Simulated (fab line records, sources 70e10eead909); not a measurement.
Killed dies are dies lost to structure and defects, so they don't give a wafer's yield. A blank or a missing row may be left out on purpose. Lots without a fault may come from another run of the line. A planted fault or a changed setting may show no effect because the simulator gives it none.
Chamber matching | flow nand_harc | NHARC_A_CHANNEL_HOLE_D2_ETCH_44 on rie_diel-04: 4 sister chambers
The step etches the open film in CF4/O2, target depth 140 nm, overetch 14 nm, time 77 s. 4 wafers are shown with their chamber, then 10 later ones without.

WAFERS WITH THEIR CHAMBER
wafer  | chamber | drypump_motor_current_A (A)
L088.4 | 0       | 5.8
L090.1 | 2       | 5.4
L092.1 | 1       | 5.8
L092.2 | 3       | 5.5

WAFERS WITHOUT THEIR CHAMBER
wafer  | drypump_motor_current_A (A)
L092.4 | 5.7
L094.1 | 5.5
L094.4 | 5.8
L094.6 | 5.8
L095.1 | 5.4
L095.2 | 5.8
L095.5 | 5.5
L096.1 | 5.4
L096.3 | 5.8
L096.6 | 5.5

WHICH CHAMBER EACH WENT THROUGH
wafer  | from the rows above     | in truth
L092.4 | can't be placed: 0 or 1 | 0
L094.1 | 3                       | 3
L094.4 | can't be placed: 0 or 1 | 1
L094.6 | can't be placed: 0 or 1 | 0
L095.1 | 2                       | 2
L095.2 | can't be placed: 0 or 1 | 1
L095.5 | 3                       | 3
L096.1 | 2                       | 2
L096.3 | can't be placed: 0 or 1 | 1
L096.6 | 3                       | 3
Placed correctly: 5 of 10. Can't be placed from these rows: 5 (the true chamber is among the candidates in 5). Placed wrongly: 0.
How it was worked out, from the rows above alone: a wafer's distance from a chamber is the root of the sum, over the readings, of the square of ((its reading less the chamber's mean) divided by the reading's scatter). The wafer belongs to the nearest chamber; if the next one is less than 2 further off, it can't be placed. A chamber's mean is the mean of its shown wafers. The scatter: with one shown wafer a chamber, the root of the mean of the squares of how far each hidden wafer lies from its nearest shown one.
